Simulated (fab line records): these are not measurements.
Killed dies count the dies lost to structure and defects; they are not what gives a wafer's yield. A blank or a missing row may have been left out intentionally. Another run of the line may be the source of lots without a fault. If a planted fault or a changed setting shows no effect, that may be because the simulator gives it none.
Comparing a struck lot with a sound one :: flow nand harc :: 38 steps out of a route of 1159
Sound: the wafers L224.2, L224.3, L224.5. Struck: wafers L238.3, L238.4, L238.5. The cause is given at the end.
For every step that has rows: the tool of each side, followed by ch and its chambers, followed by its first start. Under that, the readings that differ: sound wafers :: struck wafers :: difference of the means :: sigmas: that difference in standard deviations of wafers without a fault.
alike: words and numbers the same on both sides, and readings whose means are apart by under 2 such deviations; not compared: readings that were withheld, readings missing a value for some wafer, numbers with overlapping values and no deviation given by the record, and bounds like >300 which may hide the same value.
A row with sigmas, a row that says differs or no value, or rows on one side alone: a step with any of these is where the two part. When numbers do not overlap yet have no deviation, they are printed without sigmas and do not part them. Lack of a reading on every wafer of one side parts them only where that side has two or more wafers.

first, 8 steps without rows for these wafers: NHARC_A_WL_FILL_CVD_23 (deposits poly-Si, target thk 40 nm, time 800 s); NHARC_A_WL_FILL_ETCHBACK_26 (etches the open film in HBr, target depth 52 nm, time 13.3 s); NHARC_A_WL_FILL_PRECLEAN_30 (cleans in dHF, time 10 s); NHARC_A_WL_FILL_SRD_14; NHARC_A_WL_FILL_ALD_19 (deposits TiN, target thk 2 nm, pulse time 3 s, ald cycles 100); NHARC_A_WL_FILL_CVD_20 (deposits W, target thk 75 nm, time 5064 s); NHARC_A_WL_FILL_CMP_12 (polishes, t overpolish 30 s, target thk 75 nm); NHARC_A_WL_FILL_SRD_31.
NHARC_A_WL_FILL_INSPECT_15:
  sound: defect inspect-01 at day 18 11:11; struck: defect inspect-02 at day 21 13:27
  alike: raw defect count
NHARC_A_CONTACT_DEP_24: deposits SiO2, target thk 500 nm.
  sound on pecvd-03 ch 0,1,2, day 18 11:15; struck on pecvd-01 ch 0,1, day 21 13:35
  alike: chamber pressure Torr, heater power w, rf fwd power W, throttle valve pct
NHARC_A_CONTACT_DEP_28: deposits aC, target thk 3600 nm.
  sound on acl dep-03 ch 0, day 18 12:37; struck on acl dep-03 ch 0, day 21 17:07
  alike: throttle valve pct
NHARC_A_CONTACT_DEP_29: deposits SiON, target thk 70 nm.
  sound on pecvd-03 ch 0,1,2, day 18 14:29; struck on pecvd-02 ch 0,1,2, day 21 18:39
  alike: chamber pressure Torr, heater power w, rf fwd power W
then, 10 steps without rows for these wafers: NHARC_A_CONTACT_DEHYDRATE_32 (time 120 s); NHARC_A_CONTACT_HMDS_33 (time 30 s); NHARC_A_CONTACT_COAT_34 (time 75 s); NHARC_A_CONTACT_COAT_35 (time 65 s); NHARC_A_CONTACT_COAT_36 (resist thk 90 nm); NHARC_A_CONTACT_SOFTBAKE_37 (time 55 s); NHARC_A_CONTACT_EBR_38; NHARC_A_CONTACT_EXPOSE_39 (exposes mask A CC 3); NHARC_A_CONTACT_PEB_40 (peb time 65 s); NHARC_A_CONTACT_DEVELOP_41 (develop time 35 s).
NHARC_A_CONTACT_CD_MEAS_42: the cd target is 200 nm.
  sound on cd sem-02 ch 0, day 18 15:13; struck on cd sem-03 ch 0, day 21 19:13
  alike: cd nm
NHARC_A_CONTACT_OVL_MEAS_43:
  sound: overlay-01 at day 18 15:18; struck: overlay-02 at day 21 19:18
  alike: overlay x nm, overlay y nm
then, 2 steps without rows for these wafers: NHARC_A_CONTACT_DESCUM_47 (chemistry O2, time 3 s); NHARC_A_CONTACT_ETCH_48 (etches the open film in CF4, target depth 39 nm, time 65 s).
NHARC_A_CONTACT_ETCH_49: etches the open film in N2/H2, target depth 260 nm, time 475.3 s.
  sound: rie diel-12 ch 0,2,3; struck: rie diel-02 ch 1,3
  alike: bias w, drypump motor current A, oes product au, rf fwd power W, rf vpp V, showerhead plenum p Torr, throttle valve pct
  not compared: rf hours counter h
NHARC_A_CONTACT_ETCH_50: etches the open film in CF4/CHF3, target depth 84.7 nm, time 42.4 s.
  sound: rie diel-12 ch 0,1; struck: rie diel-02 ch 0,2,3
reading: rf vpp V (V)
sound: 367 368 368
struck: 374 374 374
difference: +6
sigmas: +2
  alike: bias w, cf4 flow sccm, drypump motor current A, oes product au, rf fwd power W, showerhead plenum p Torr, throttle valve pct
  not compared: rf hours counter h
then, 3 steps without rows for these wafers: NHARC_A_CONTACT_ETCH_51 (etches the open film in O2/COS, target depth 3600 nm, time 936 s); NHARC_A_CONTACT_ETCH_111 (etches the open film in C4F8/O2/Ar, time 140 s, target depth 700 nm); NHARC_A_CONTACT_ETCH_112 (etches the open film in C4F8/O2/Ar, time 94 s, target depth 922 nm).
NHARC_A_CONTACT_ETCH_113: etches the open film in C4F8/O2/Ar, time 94 s, target depth 922 nm.
  sound on har cap etch-02 ch 1, day 18 16:58; struck on har cap etch-03 ch 0,1, day 21 21:06
  not compared: rf hours counter h
then, 5 steps without rows for these wafers: NHARC_A_CONTACT_ETCH_114 (etches the open film in C4F8/O2/Ar, time 94 s, target depth 922 nm); NHARC_A_CONTACT_ETCH_115 (etches the open film in C4F8/O2/Ar, time 94 s, target depth 922 nm); NHARC_A_CONTACT_ETCH_116 (etches the open film in C4F8/O2/Ar, time 94 s, target depth 922 nm); NHARC_A_CONTACT_ETCH_117 (etches the open film in C4F8/O2/Ar, time 94 s, target depth 922 nm); NHARC_A_CONTACT_ETCH_118 (etches the open film in C4F8/O2/Ar, time 94 s, target depth 922 nm).
-- the record jumps here: 3 days lie between the struck wafers' starts before and after (it left off in module A_CONTACT and takes up again in module END, whose first step shown is number 1159 of the route) --
NHARC_END_SORT_01:
  only the struck wafers appear in the record here, on prober-02 ch 0 at day 24 22:33; the sound ones have no rows

## WHERE THEY PART
First at NHARC_A_CONTACT_ETCH_50; last, within this record, at NHARC_END_SORT_01.

WHY: whatever the simulator had introduced
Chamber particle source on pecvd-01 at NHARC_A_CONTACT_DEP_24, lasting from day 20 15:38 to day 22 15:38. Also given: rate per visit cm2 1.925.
